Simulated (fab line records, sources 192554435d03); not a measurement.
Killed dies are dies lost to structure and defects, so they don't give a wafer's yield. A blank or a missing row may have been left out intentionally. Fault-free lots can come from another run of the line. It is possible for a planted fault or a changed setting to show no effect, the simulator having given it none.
fab line records    flow n5-finfet
[record] lots = 5  wafers = 15  last-day = 21
route steps=1938 shown MIM_BOT_LITHO@1857 MIM_BOT_ETCH@1866 PASSIVATION@1936
lots untouched by any fault: they come from a run of this same line in which no faults occurred
start-h: hours from the record's opening day to when the first of the lot's shown wafers began    wait-h: hours from the lot's prior step to this one    " as in the row above    L1.1+2: several wafers, shown together as one row    - no value, or no start given    * or withheld: withheld    < > ~ a bound
route shown NAME@n: NAME is a module with steps in the file, n the number in the route of the first one    usual: average and standard deviation across the fault-free wafers    same: alike in all rows    chamber/n: place in a boat    sites: each site's reading    _std_site: standard deviation of those values    _edge_site: inner sites' mean taken away from outer sites' mean    radius-mm: how far each site lies from the wafer's centre    mask NAME#n: copy n    behind: tool/chamber where the wafer was last shaped    hold: the reason the lot was held/the length of the hold in hours/how it ended    device: the transistor (n, p or np) that didn't switch    end of line: at the end of the route, the tests of the same wafers    step lacking rows: just its recipe    killed: the dies lost at the first sort to structure and to defects; this is not the yield of the wafer    map: a wafer's dies, x killed, . not, _ none there
set.NAME: the run value of the setting; set.NAME@STEP: its run value at that earlier step    model.NAME: the simulator's own value behind a step, which no gauge read
lots seen at some steps along the route; tables by step, rows by wafer
services: the hour from which a tool's chamber was out of use, counted from the record's first day as start-h (under 0 if before that day), plus the number of hours and why
[[steps]]
[step N5_MIM_BOT_LITHO_SOFTBAKE_03]
[recipe] temp-c = 100  time-s = 90
[step N5_MIM_BOT_LITHO_EXPOSE_05]
[recipe] mask-id = MIM_BOT  na = 0.55  source-shape = conventional  sigma-outer = 0.8  polarization = unpolarized  dose-mj = 24.25
[step N5_MIM_BOT_LITHO_PEB_06]
[recipe] peb-temp-c = withheld  peb-time-s = *
[step N5_MIM_BOT_LITHO_DEVELOP_07]
[recipe] develop-time-s = 60  rinse-liquid = diw  dry = air-spin  dev-temp-c = 21
[step N5_MIM_BOT_LITHO_HARDBAKE_09]
[recipe] temp-c = 130  time-s = 120
[step N5_MIM_BOT_LITHO_CD_MEAS_08]
[recipe] target-cd-nm = 3000  landing-energy-ev = 500  detector = se-inlens  polarity = opening
[usual] cd-nm = 2999.3/2.7
lot.wafer  tool       chamber  start-h  wait-h  cd-nm
L421.1     cd-sem-02  0        328.52   -       2999.1
L421.2     "          0        "        "       3003.6
L421.5     "          0        "        "       2992.5
L428.3     cd-sem-02  0        359.66   -       3000.3
L428.4     "          0        "        "       3000.7
L428.6     "          0        "        "       3002.3
L430.1     cd-sem-03  0        378.35   -       3000.0
L430.5     "          0        "        "       2996.4
L430.6     "          0        "        "       3000.9
L441.1     cd-sem-02  0        447.62   -       2998.0
L441.5     "          0        "        "       2996.4
L441.6     "          0        "        "       2998.8
L442.1     cd-sem-03  0        499.20   -       3000.1
L442.4     "          0        "        "       2995.3
L442.6     "          0        "        "       3000.4
[step N5_MIM_BOT_LITHO_OVL_MEAS_11]
[recipe] points-per-wafer = 44
[usual] MIM_BOT_OVL = 0/5.3
[same] points-per-wafer = 44
lot.wafer  tool        chamber  start-h  wait-h  MIM_BOT_OVL[nm]
L421.1     overlay-01  0        328.56   0.0     3
L421.2     "           0        "        "       -4
L421.5     "           0        "        "       2
L428.3     overlay-01  0        359.71   0.0     -1
L428.4     "           0        "        "       -5
L428.6     "           0        "        "       -3
L430.1     overlay-01  0        378.42   0.1     4
L430.5     "           0        "        "       -4
L430.6     "           0        "        "       2
L441.1     overlay-01  0        447.65   0.0     1
L441.5     "           0        "        "       3
L441.6     "           0        "        "       11
L442.1     overlay-02  0        499.23   0.0     -2
L442.4     "           0        "        "       3
L442.6     "           0        "        "       3
[step N5_MIM_BOT_LITHO_INSPECT_12]
[recipe] mode = adi  inspect-instrument = macro
[usual] raw-defect-count = 2.1/1.4
lot.wafer  tool               chamber  start-h  wait-h  raw-defect-count
L421.1     defect-inspect-02  -        328.58   0.0     2
L421.2     "                  -        "        "       1
L421.5     "                  -        "        "       1
L428.3     defect-inspect-02  -        359.73   0.0     1
L428.4     "                  -        "        "       2
L428.6     "                  -        "        "       4
L430.1     defect-inspect-02  -        378.44   0.0     1
L430.5     "                  -        "        "       1
L430.6     "                  -        "        "       2
L441.1     defect-inspect-01  -        447.68   0.0     1
L441.5     "                  -        "        "       3
L441.6     "                  -        "        "       2
L442.1     defect-inspect-02  -        499.25   0.0     2
L442.4     "                  -        "        "       1
L442.6     "                  -        "        "       5
[step N5_MIM_BOT_LITHO_DESCUM_10]
[recipe] chemistry = O2  time-s = 7.9  source-power-w = 50  bias-power-w = 20  pressure-mtorr = 20  rf-frequency-hz = 2.712e+07  temp-c = 40  o2-flow-sccm = 225
[usual] chamber-pressure-mTorr = 20.000/0.017  drypump-motor-current-A = 5.6/0.55  oes-product-au = 0.81/0.09  rf-vpp-V = 243.2/1.4  showerhead-plenum-p-Torr = 2.09/0.068  throttle-valve-pct = 20.18/0.15
lot.wafer  tool         chamber  start-h  wait-h  chamber-pressure-mTorr  drypump-motor-current-A  oes-product-au  rf-hours-counter-h  rf-vpp-V  showerhead-plenum-p-Torr  throttle-valve-pct
L421.1     rie-diel-04  1        328.92   0.3     20.018                  6.4                      0.81            88                  243.6     2.09                      20.34
L421.2     "            3        "        "       20.004                  6.5                      0.98            1                   242.8     2.16                      20.16
L421.5     "            0        "        "       19.970                  5.8                      0.91            -                   240.8     2.05                      19.95
L428.3     rie-diel-01  3        359.76   0.0     19.975                  5.7                      0.77            127                 242.6     2.02                      20.13
L428.4     "            3        "        "       20.011                  5.7                      0.77            -                   241.8     2.02                      20.11
L428.6     "            1        "        "       19.986                  5.0                      0.69            -                   245.4     2.17                      20.52
L430.1     rie-diel-04  3        378.53   0.1     19.995                  6.5                      0.91            21                  245.0     2.15                      20.18
L430.5     "            0        "        "       19.996                  5.7                      0.87            -                   241.1     2.04                      19.99
L430.6     "            3        "        "       19.987                  6.6                      0.90            -                   244.1     2.15                      20.21
L441.1     rie-diel-01  0        447.71   0.0     19.992                  5.5                      0.92            33                  243.0     2.06                      20.22
L441.5     "            3        "        "       19.975                  5.6                      0.74            -                   241.3     2.01                      20.18
L441.6     "            0        "        "       20.004                  5.5                      0.92            -                   241.6     2.06                      20.21
L442.1     rie-diel-01  2        499.29   0.0     19.987                  5.2                      0.79            94                  244.3     2.22                      20.21
L442.4     "            3        "        "       20.005                  5.6                      0.72            179                 242.6     2.00                      20.19
L442.6     "            0        "        "       20.018                  5.5                      0.88            -                   241.5     2.05                      20.24
[step N5_MIM_BOT_ETCH_ETCH_04]
[recipe] chemistry = CF4/O2  target = SiNx  target-depth-a = 260  time-s = 13  ion-energy-ev = 100  pressure-mtorr = 40  source-w = 535  bias-w = 49  Ar_flow_sccm = 100  cf4-flow-sccm = 100  O2_flow_sccm = 10
[usual] chamber-pressure-mTorr = 40.00/0.033  drypump-motor-current-A = 5.6/0.55  oes-product-au = 0.81/0.092  rf-vpp-V = 241/7.8  showerhead-plenum-p-Torr = 2.20/0.059  throttle-valve-pct = 15.77/0.17
lot.wafer  tool         chamber  start-h  wait-h  chamber-pressure-mTorr  drypump-motor-current-A  oes-product-au  rf-hours-counter-h  rf-vpp-V  showerhead-plenum-p-Torr  throttle-valve-pct
L421.1     rie-diel-04  1        328.99   0.0     40.01                   6.4                      0.80            89                  251       2.22                      16.04
L421.2     "            3        "        "       39.99                   6.5                      0.98            1                   228       2.25                      15.52
L421.5     "            0        "        "       40.01                   5.8                      0.91            -                   243       2.17                      15.61
L428.3     rie-diel-01  3        359.83   0.0     40.00                   5.6                      0.78            127                 232       2.13                      15.78
L428.4     "            3        "        "       40.03                   5.7                      0.78            -                   232       2.13                      15.76
L428.6     "            1        "        "       39.98                   5.0                      0.68            -                   244       2.26                      16.00
L430.1     rie-diel-04  3        378.60   0.0     39.95                   6.6                      0.90            21                  229       2.24                      15.55
L430.5     "            0        "        "       40.03                   5.8                      0.88            -                   243       2.17                      15.65
L430.6     "            3        "        "       40.00                   6.5                      0.91            -                   228       2.24                      15.56
L441.1     rie-diel-01  0        447.78   0.0     39.98                   5.5                      0.89            33                  247       2.17                      15.74
L441.5     "            3        "        "       40.02                   5.6                      0.74            -                   233       2.12                      15.83
L441.6     "            0        "        "       40.06                   5.5                      0.90            -                   247       2.17                      15.75
L442.1     rie-diel-01  2        499.35   0.0     39.98                   5.2                      0.81            94                  244       2.33                      15.70
L442.4     "            3        "        "       40.04                   5.6                      0.74            179                 230       2.11                      15.87
L442.6     "            0        "        "       40.00                   5.5                      0.88            -                   246       2.16                      15.80
[step N5_MIM_BOT_ETCH_ETCH_03]
[recipe] chemistry = Cl2/BCl3  target-depth-a = 120  pressure-mtorr = 8  icp-w = 800  bias-w = 100  Cl2_flow_sccm = 20  bcl3-flow-sccm = 80
[usual] chamber-pressure-mTorr = 8.000/0.0067  drypump-motor-current-A = 5.7/0.42  he-backside-leak-sccm = 3.45/0.23  oes-product-au = 0.80/0.08  throttle-valve-pct = 27.5/0.34
lot.wafer  tool          chamber  start-h  wait-h  chamber-pressure-mTorr  drypump-motor-current-A  he-backside-leak-sccm  oes-product-au  rf-hours-counter-h  throttle-valve-pct
L421.1     rie-metal-01  1        329.08   0.1     7.995                   5.9                      3.62                   0.88            11                  27.1
L421.2     "             0        "        "       8.008                   5.0                      3.26                   0.78            49                  27.6
L421.5     "             0        "        "       7.994                   5.0                      3.40                   0.78            -                   27.5
L428.3     rie-metal-01  0        359.95   0.1     7.995                   5.0                      3.16                   0.78            -                   27.6
L428.4     "             1        "        "       7.992                   5.9                      3.35                   0.86            -                   27.1
L428.6     "             1        "        "       8.004                   5.9                      3.51                   0.87            -                   27.1
L430.1     rie-metal-03  1        378.69   0.1     8.007                   5.7                      3.31                   0.71            76                  27.5
L430.5     "             0        "        "       8.007                   5.7                      3.41                   0.75            -                   27.2
L430.6     "             1        "        "       7.994                   5.6                      3.26                   0.71            -                   27.5
L441.1     rie-metal-01  1        447.86   0.1     8.005                   5.9                      3.51                   0.83            21                  27.1
L441.5     "             0        "        "       8.002                   5.0                      3.25                   0.74            -                   27.6
L441.6     "             1        "        "       7.995                   5.9                      3.57                   0.83            -                   27.1
L442.1     rie-metal-03  1        499.44   0.1     7.995                   5.6                      3.24                   0.93            2                   28.1
L442.4     "             0        "        "       8.000                   5.7                      3.27                   0.72            -                   27.2
L442.6     "             1        "        "       8.004                   5.6                      3.22                   0.93            -                   28.1
[step N5_MIM_BOT_ETCH_ETCH_00]
[recipe] chemistry = Cl2/BCl3  target = TiN  target-depth-a = 455  ion-energy-ev = 150  pressure-mtorr = 10  icp-w = 1000  bias-w = 126  Cl2_flow_sccm = 53.25  bcl3-flow-sccm = 21.75  Ar_flow_sccm = 25
[usual] chamber-pressure-mTorr = 9.999/0.0088  drypump-motor-current-A = 5.7/0.42  he-backside-leak-sccm = 3.46/0.21  oes-product-au = 0.80/0.08  throttle-valve-pct = 21.90/0.26
lot.wafer  tool          chamber  start-h  wait-h  chamber-pressure-mTorr  drypump-motor-current-A  he-backside-leak-sccm  oes-product-au  rf-hours-counter-h  throttle-valve-pct
L421.1     rie-metal-01  1        329.17   0.1     9.983                   5.9                      3.60                   0.88            11                  21.58
L421.2     "             0        "        "       9.992                   4.9                      3.41                   0.78            49                  21.85
L421.5     "             0        "        "       9.979                   5.0                      3.31                   0.78            -                   21.85
L428.3     rie-metal-01  0        360.05   0.1     9.988                   5.0                      3.20                   0.76            -                   21.86
L428.4     "             1        "        "       9.983                   5.9                      3.43                   0.86            -                   21.57
L428.6     "             1        "        "       10.000                  5.9                      3.47                   0.87            -                   21.58
L430.1     rie-metal-03  1        378.78   0.1     9.987                   5.6                      3.36                   0.71            76                  21.96
L430.5     "             0        "        "       9.995                   5.8                      3.13                   0.77            -                   21.61
L430.6     "             1        "        "       10.001                  5.7                      3.36                   0.71            -                   21.98
L441.1     rie-metal-01  1        447.95   0.1     9.997                   5.9                      3.51                   0.84            21                  21.60
L441.5     "             0        "        "       9.990                   5.0                      3.37                   0.75            -                   21.87
L441.6     "             1        "        "       10.004                  5.9                      3.51                   0.83            -                   21.63
L442.1     rie-metal-03  1        499.53   0.1     10.013                  5.7                      3.38                   0.92            2                   22.33
L442.4     "             0        "        "       10.004                  5.7                      3.50                   0.74            -                   21.65
L442.6     "             1        "        "       10.003                  5.6                      3.23                   0.94            -                   22.30
[step N5_MIM_BOT_ETCH_STRIP_01]
[recipe] chemistry = O2  power-w = 600  temp-c = 60  pressure-mtorr = 30  rf-frequency-hz = 6e+07  bias-power-w = 0  overash-fraction = 0.5  o2-flow-sccm = 225
[usual] chamber-pressure-mTorr = 30.01/0.071  drypump-motor-current-A = 5.6/0.52  oes-product-au = 0.79/0.072  rf-vpp-V = 3.8/1.3  showerhead-plenum-p-Torr = 2.07/0.061  throttle-valve-pct = 16.45/0.14
lot.wafer  tool         chamber  start-h  wait-h  chamber-pressure-mTorr  drypump-motor-current-A  oes-product-au  rf-hours-counter-h  rf-vpp-V  showerhead-plenum-p-Torr  throttle-valve-pct
L421.1     rie-diel-01  1        329.31   0.1     30.02                   5.1                      0.69            217                 2.7       2.17                      16.79
L421.2     "            0        "        "       29.99                   5.5                      0.69            244                 2.2       2.08                      16.89
L421.5     "            2        "        "       29.99                   5.2                      0.87            -                   4.7       2.25                      16.29
L428.3     rie-diel-04  2        360.20   0.1     30.02                   4.9                      0.71            211                 5.4       2.06                      16.31
L428.4     "            1        "        "       29.85                   6.3                      0.80            100                 4.1       2.09                      16.60
L428.6     "            2        "        "       30.05                   4.9                      0.69            -                   2.9       2.06                      16.36
L430.1     rie-diel-04  2        378.92   0.1     30.04                   4.9                      0.69            213                 2.3       2.06                      16.35
L430.5     "            0        "        "       39.04                   5.7                      0.85            -                   6.5       2.05                      16.30
L430.6     "            3        "        "       29.99                   6.5                      0.90            -                   2.7       2.16                      16.34
L441.1     rie-diel-01  2        448.10   0.1     29.96                   5.2                      0.81            76                  2.0       2.23                      16.43
L441.5     "            1        "        "       29.94                   5.0                      0.93            -                   3.6       2.16                      16.37
L441.6     "            0        "        "       29.98                   5.5                      0.91            -                   4.4       2.06                      16.42
L442.1     rie-diel-01  3        499.67   0.1     29.97                   5.6                      0.73            179                 5.6       2.00                      16.50
L442.4     "            0        "        "       29.95                   5.5                      0.89            49                  3.6       2.06                      16.48
L442.6     "            1        "        "       30.13                   5.0                      0.88            -                   3.7       2.16                      16.37
[step N5_MIM_BOT_ETCH_STRIP_02]
[recipe] chemistry = post-etch-residue-remover  time-s = 1200  temp-c = 72.5
[step N5_PASSIVATION_PROBE_49]
[usual] defect-limited-yield = 91.4/1.4  killed_at_M0_to_M3 = 34/9.1  killed_at_M4_up = 14/5.2  killed-at-contacts = 12/6.4  killed-at-front-end = 38/11  killed-at-other = 3.7/2.8  killed-dies = 102/17  killed-open = 68/13  killed-short = 32/7.8  sort_bin_4_leakage = 0.05/0.3  sort_bin_5_function = 5.1/1  sort_bin_6_memory = 3.2/0.66  sort-n-pass = 1076/19  sort-yield-pct = 91.2/1.6
[same] gross-dies = 1180  killed-at-back-side = 0  sort_bin_8_speed[%] = 0
lot.wafer  tool       chamber  start-h  wait-h  defect-limited-yield[%]  killed_at_M0_to_M3  killed_at_M4_up  killed-at-contacts  killed-at-front-end  killed-at-other  killed-dies  killed-open  killed-short  sort_bin_4_leakage[%]  sort_bin_5_function[%]  sort_bin_6_memory[%]  sort-n-pass  sort-yield-pct[%]
L421.1     prober-01  -        337.07   0.0     92.9                     30                  9                11                  26                   8                84           51           32            0                      3.5                     3.3                   1096         92.9
L421.2     prober-01  -        337.12   0.1     90.7                     57                  8                7                   32                   6                110          75           35            0                      5.2                     3.7                   1070         90.7
L421.5     prober-01  -        337.27   0.2     92.7                     32                  14               6                   33                   1                86           58           26            0                      4.6                     2.3                   1094         92.7
L428.3     prober-02  -        369.62   0.1     91.4                     43                  11               17                  26                   4                101          66           34            0                      4.3                     4.0                   1079         91.4
L428.4     prober-02  -        369.67   0.2     93.0                     32                  14               8                   28                   1                83           58           25            0                      4.3                     2.5                   1097         93.0
L428.6     prober-02  -        369.77   0.3     89.7                     63                  19               11                  28                   1                122          77           43            0                      6.8                     3.2                   1058         89.7
L430.1     prober-02  -        394.22   0.0     90.5                     29                  28               7                   47                   1                112          58           54            0                      6.0                     3.0                   1068         90.5
L430.5     prober-02  -        394.42   0.2     91.4                     30                  15               11                  39                   7                102          69           30            0.93                   4.2                     4.2                   1067         90.4
L430.6     prober-02  -        394.47   0.3     91.2                     33                  22               8                   38                   3                104          78           26            0                      5.1                     3.5                   1076         91.2
L441.1     prober-02  -        456.14   0.0     90.3                     36                  21               8                   45                   4                114          69           45            0                      6.0                     3.2                   1066         90.3
L441.5     prober-02  -        456.34   0.2     89.7                     40                  5                21                  51                   4                121          87           34            0                      6.5                     3.4                   1059         89.7
L441.6     prober-02  -        456.39   0.3     91.9                     35                  10               11                  38                   2                96           61           33            0                      4.4                     3.5                   1084         91.9
L442.1     prober-02  -        508.63   0.0     93.1                     26                  4                13                  26                   13               82           53           29            0                      4.2                     2.5                   1098         93.1
L442.4     prober-02  -        508.78   0.2     90.6                     26                  16               5                   57                   7                111          67           44            0                      5.4                     3.5                   1069         90.6
L442.6     prober-02  -        508.88   0.3     91.4                     24                  20               8                   42                   7                101          68           33            0                      4.6                     3.7                   1079         91.4
// killed by level:class
L421.1 BEOL_M3:geometric-particle:open=12 MOL_CONTACT_COAG:geometric-particle:open=8 FIN_SAQP:geometric-particle:short=5 DUMMY_GATE:geometric-particle:open=5 BEOL_M4:geometric-particle:short=5 MIM_TOP_ETCH:geometric-particle:open=5 BEOL_M0_SAQP:geometric-particle:open=4 GATE_CUT:geometric-particle:short=4
L421.2 BEOL_M3:geometric-particle:open=15 BEOL_M2:geometric-particle:open=9 DUMMY_GATE:geometric-particle:open=7 BEOL_M0_SAQP:geometric-particle:open=7 BEOL_M0_SAQP:geometric-particle:short=7 BEOL_M1:geometric-particle:open=6 MOL_CONTACT_COAG:geometric-particle:open=5 BEOL_M3:geometric-particle:short=5
L421.5 BEOL_M2:geometric-particle:open=11 BEOL_M3:geometric-particle:open=11 STI_FIN_REVEAL:geometric-particle:open=6 FIN_SAQP:geometric-particle:short=5 DUMMY_GATE:geometric-particle:open=5 BEOL_M0_SAQP:geometric-particle:short=5 BEOL_M4:geometric-particle:open=5 FIN_SAQP:geometric-particle:open=4
L428.3 BEOL_M0_SAQP:geometric-particle:short=13 MOL_CONTACT_COAG:geometric-particle:open=12 STI_FIN_REVEAL:geometric-particle:open=11 BEOL_M2:geometric-particle:open=10 BEOL_M0_SAQP:geometric-particle:open=9 MOL_CONTACT_COAG:geometric-particle:short=5 GATE_CUT:geometric-particle:open=4 BEOL_M3:geometric-particle:open=4
L428.4 BEOL_M2:geometric-particle:open=10 STI_FIN_REVEAL:geometric-particle:open=8 MOL_CONTACT_COAG:geometric-particle:open=7 BEOL_M5:geometric-particle:open=6 FIN_SAQP:geometric-particle:short=5 BEOL_M3:geometric-particle:open=5 BEOL_M0_SAQP:geometric-particle:short=5 GATE_CUT:geometric-particle:short=3
L428.6 BEOL_M1:geometric-particle:open=15 BEOL_M0_SAQP:geometric-particle:short=14 MOL_CONTACT_COAG:geometric-particle:open=10 BEOL_M2:geometric-particle:open=10 BEOL_M0_SAQP:geometric-particle:open=9 GATE_CUT:geometric-particle:short=6 BEOL_M3:geometric-particle:open=6 BEOL_M5:geometric-particle:open=5
L430.1 FIN_SAQP:geometric-particle:short=21 BEOL_M4:geometric-particle:open=12 FIN_SAQP:geometric-particle:open=6 DUMMY_GATE:geometric-particle:open=6 BEOL_M1:geometric-particle:open=6 BEOL_M0_SAQP:geometric-particle:short=5 MOL_CONTACT_COAG:geometric-particle:short=4 BEOL_M0_SAQP:geometric-particle:open=4
L430.5 MOL_CONTACT_COAG:geometric-particle:open=10 BEOL_M0_SAQP:geometric-particle:short=8 FIN_SAQP:geometric-particle:open=7 FIN_SAQP:geometric-particle:short=7 DUMMY_GATE:geometric-particle:open=7 BEOL_M2:geometric-particle:open=7 BEOL_M4:geometric-particle:open=7 BEOL_M0_SAQP:geometric-particle:open=6
L430.6 FIN_SAQP:geometric-particle:open=18 BEOL_M4:geometric-particle:open=11 BEOL_M0:geometric-particle:open=7 MOL_CONTACT_COAG:geometric-particle:open=5 BEOL_M0_SAQP:geometric-particle:short=5 BEOL_M0_SAQP:geometric-particle:open=5 STI_FIN_REVEAL:geometric-particle:open=4 BEOL_M1:geometric-particle:open=4
L441.1 FIN_SAQP:geometric-particle:short=19 BEOL_M2:geometric-particle:open=16 FIN_SAQP:geometric-particle:open=10 MOL_CONTACT_COAG:geometric-particle:open=7 BEOL_M4:geometric-particle:open=5 BEOL_M0:geometric-particle:open=4 BEOL_M3:geometric-particle:open=4 BEOL_M7:geometric-particle:open=4
L441.5 FIN_SAQP:geometric-particle:open=19 MOL_CONTACT_COAG:geometric-particle:open=17 STI_FIN_REVEAL:geometric-particle:open=12 BEOL_M2:geometric-particle:open=7 BEOL_M3:geometric-particle:open=7 BEOL_M0_SAQP:geometric-particle:short=7 BEOL_M0:geometric-particle:open=7 FIN_SAQP:geometric-particle:short=5
L441.6 BEOL_M2:geometric-particle:open=13 STI_FIN_REVEAL:geometric-particle:open=10 FIN_SAQP:geometric-particle:open=9 FIN_SAQP:geometric-particle:short=7 MOL_CONTACT_COAG:geometric-particle:open=7 STARTING-WAFER:geometric-particle:short=5 BEOL_M0_SAQP:geometric-particle:short=5 MOL_CONTACT_COAG:geometric-particle:short=4
L442.1 MOL_CONTACT_COAG:geometric-particle:open=8 PAD_METAL:geometric-particle:open=7 DUMMY_GATE:geometric-particle:open=6 BEOL_M0_SAQP:geometric-particle:short=6 PAD_METAL:geometric-particle:short=6 FIN_SAQP:geometric-particle:open=5 MOL_CONTACT_COAG:geometric-particle:short=5 BEOL_M0_SAQP:geometric-particle:open=4
L442.4 DUMMY_GATE:geometric-particle:open=12 GATE_CUT:geometric-particle:short=9 FIN_SAQP:geometric-particle:short=8 BEOL_M3:geometric-particle:open=8 FIN_SAQP:geometric-particle:open=5 STI_FIN_REVEAL:geometric-particle:open=5 BEOL_M1:geometric-particle:open=5 BEOL_M5:geometric-particle:open=5
L442.6 FIN_SAQP:geometric-particle:open=12 BEOL_M4:geometric-particle:open=9 FIN_SAQP:geometric-particle:short=8 DUMMY_GATE:geometric-particle:open=7 BEOL_M5:geometric-particle:open=6 BEOL_M3:geometric-particle:open=6 MOL_CONTACT_COAG:geometric-particle:open=5 BEOL_M0_SAQP:geometric-particle:short=5
[[services]]
tool          chamber  start-h  hours  kind
rie-metal-03  -        319.56   0.5    repair
rie-diel-01   0        346.66   -      clean
rie-diel-01   0        346.66   -      consumable-replace:focus-ring
rie-diel-01   0        346.66   20.2   scheduled-down
rie-diel-01   0        346.66   20.2   vent-cycle
rie-diel-04   2        364.60   12.6   repair
rie-diel-01   3        395.29   4.1    repair
rie-diel-01   1        413.20   -      clean
rie-diel-01   1        413.20   -      consumable-replace:focus-ring
rie-diel-01   1        413.20   28.5   scheduled-down
rie-diel-01   1        413.20   28.5   vent-cycle
rie-diel-04   1        448.62   4.0    repair
rie-metal-03  1        459.02   -      clean
rie-metal-03  1        459.02   21.1   scheduled-down
rie-metal-03  1        459.02   21.1   vent-cycle
rie-diel-04   0        463.17   18.9   repair
rie-diel-04   2        480.68   6.5    repair
rie-diel-04   2        488.71   -      clean
rie-diel-04   2        488.71   -      consumable-replace:focus-ring
rie-diel-04   2        488.71   19.4   scheduled-down
rie-diel-04   2        488.71   19.4   vent-cycle
[[key]]
[first-sign] step = N5_MIM_BOT_ETCH_STRIP_01  reading = chamber-pressure-mTorr  direction = up  sigmas = 99+  usual = *  struck = *
effect none on later readings
met-at N5_MIM_BOT_ETCH_STRIP_01
struck-wafers L430.5
[fault] kind = process-parameter-drift  tool = rie-diel-04  chamber = 0  onset-h = 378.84  steps = N5_MIM_BOT_ETCH_STRIP_01  channel = pressure-mtorr  offset = *  shape = step  end-h = 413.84  acts-in = *  stated = *
